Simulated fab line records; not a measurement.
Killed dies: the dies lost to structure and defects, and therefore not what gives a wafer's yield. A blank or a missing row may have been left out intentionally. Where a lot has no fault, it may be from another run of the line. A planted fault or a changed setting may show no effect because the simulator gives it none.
Split-lot experiment | flow n5Finfet | route with 1938 steps; 7 lots, 39 wafers read

THE SPLIT
At N5_DUMMY_GATE_ETCH_31 (etches SiO2 in C4F6/O2, target depth 82.5 nm, time 27.5 s), the setting targetDepthA was moved away from the recipe's 825 angstrom on 12 of the 39 wafers read, by -9.7% to +8.5%. This setting was run at the recipe's value on the other wafers.

The split's own step is where the reading is taken.

THE READING
etch.depthNm (the simulator's own value, which no gauge read), in nm, at N5_DUMMY_GATE_ETCH_31 (etches SiO2 in C4F6/O2, target depth 82.5 nm, time 27.5 s). The file does not state a usual value for it. Across the 27 wafers here that went through the recipe, the average is 81.76 nm and the standard deviation 1.4 nm.

wafer  | tool, chamber at the split | targetDepthA as run, angstrom | against the recipe | etch.depthNm, nm | against lot-mates on the recipe
L076.1 | rieDiel-01, 0              | 825                           | recipe             | 82.07            | -
L076.2 | rieDiel-01, 2              | 825                           | recipe             | 82.91            | -
L076.3 | rieDiel-01, 1              | 825                           | recipe             | 82.25            | -
L076.4 | rieDiel-01, 3              | 825                           | recipe             | 80.62            | -
L076.5 | rieDiel-01, 3              | 825                           | recipe             | 80.18            | -
L076.6 | rieDiel-01, 0              | 825                           | recipe             | 81.71            | -
L077.1 | rieDiel-01, 3              | 825                           | recipe             | 80.14            | -
L077.2 | rieDiel-01, 0              | 825                           | recipe             | 81.89            | -
L077.4 | rieDiel-01, 1              | 825                           | recipe             | 83.23            | -
L083.1 | rieDiel-06, 3              | 825                           | recipe             | 79.87            | -
L083.2 | rieDiel-06, 1              | 825                           | recipe             | 79.66            | -
L083.3 | rieDiel-06, 0              | 825                           | recipe             | 83.39            | -
L083.4 | rieDiel-06, 2              | 825                           | recipe             | 80.52            | -
L083.5 | rieDiel-06, 0              | 825                           | recipe             | 82.86            | -
L083.6 | rieDiel-06, 1              | 825                           | recipe             | 79.6             | -
L086.1 | rieDiel-01, 2              | 895.4                         | +8.5%              | 90.59            | +7.94
L086.2 | rieDiel-01, 3              | 895.4                         | +8.5%              | 86.88            | +4.23
L086.3 | rieDiel-01, 0              | 825                           | recipe             | 83.08            | -
L086.4 | rieDiel-01, 1              | 825                           | recipe             | 82.3             | -
L086.5 | rieDiel-01, 3              | 895.4                         | +8.5%              | 88.13            | +5.48
L086.6 | rieDiel-01, 0              | 825                           | recipe             | 82.57            | -
L089.1 | rieDiel-01, 3              | 744.8                         | -9.7%              | 72.62            | -8.63
L089.2 | rieDiel-01, 0              | 744.8                         | -9.7%              | 73.68            | -7.57
L089.3 | rieDiel-01, 1              | 825                           | recipe             | 82.35            | -
L089.4 | rieDiel-01, 1              | 744.8                         | -9.7%              | 74.29            | -6.96
L089.5 | rieDiel-01, 0              | 825                           | recipe             | 81.96            | -
L089.6 | rieDiel-01, 3              | 825                           | recipe             | 79.43            | -
L090.1 | rieDiel-04, 2              | 825                           | recipe             | 82.27            | -
L090.2 | rieDiel-04, 0              | 793.7                         | -3.8%              | 80.05            | -2.72
L090.3 | rieDiel-04, 3              | 825                           | recipe             | 82.48            | -
L090.4 | rieDiel-04, 1              | 825                           | recipe             | 83.57            | -
L090.5 | rieDiel-04, 3              | 793.7                         | -3.8%              | 79.31            | -3.46
L090.6 | rieDiel-04, 0              | 793.7                         | -3.8%              | 80.01            | -2.76
L096.1 | rieDiel-06, 3              | 825                           | recipe             | 81.37            | -
L096.2 | rieDiel-06, 2              | 771.5                         | -6.5%              | 79.58            | -2.61
L096.3 | rieDiel-06, 1              | 825                           | recipe             | 80.69            | -
L096.4 | rieDiel-06, 0              | 825                           | recipe             | 84.5             | -
L096.5 | rieDiel-06, 3              | 771.5                         | -6.5%              | 76.36            | -5.83
L096.6 | rieDiel-06, 0              | 771.5                         | -6.5%              | 78.61            | -3.58

THE FIT
A straight line over all 39 wafers: etch.depthNm changes by +0.76 nm for each +1% of targetDepthA; r = +0.91; the points scatter about the line by 1.4 nm.
The same after taking each lot's own level away (the mean of its wafers on the recipe; 39 wafers): +0.724 nm for each +1%; r = +0.93; scatter 1.2 nm.
That fit puts the effect of the largest move of targetDepthA on the reading at 7 nm.
The span of the lots' own levels, 80.983 to 82.773 nm, comes to 1.3 times the standard deviation stated above.
The two slopes are in agreement: the lot-to-lot level therefore moves the slope only a little.
Check: -6.81 nm against its lot-mates is what the line predicts for one of the wafers moved furthest among these (-9.7%) when that wafer is left out of the fit. It came out at -8.63 nm against them.

THE OTHER SPLITS THESE WAFERS WENT THROUGH
Before the reading, these wafers also passed through other splits. Each is held against what the fit with the lots' levels taken away leaves over:
other split on the same wafers | wafers away from the commonest value | r with etch.depthNm (lot level and that fit taken away)
N5_FIN_SAQP_ETCH_52 sourceW    | 15                                   | +0.03
N5_DUMMY_GATE_ETCH_37 sourceW  | 15                                   | -0.14

FILE'S OWN FIT
etch.depthNm changes by +0.726 nm for each +1% of targetDepthA, r = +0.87.
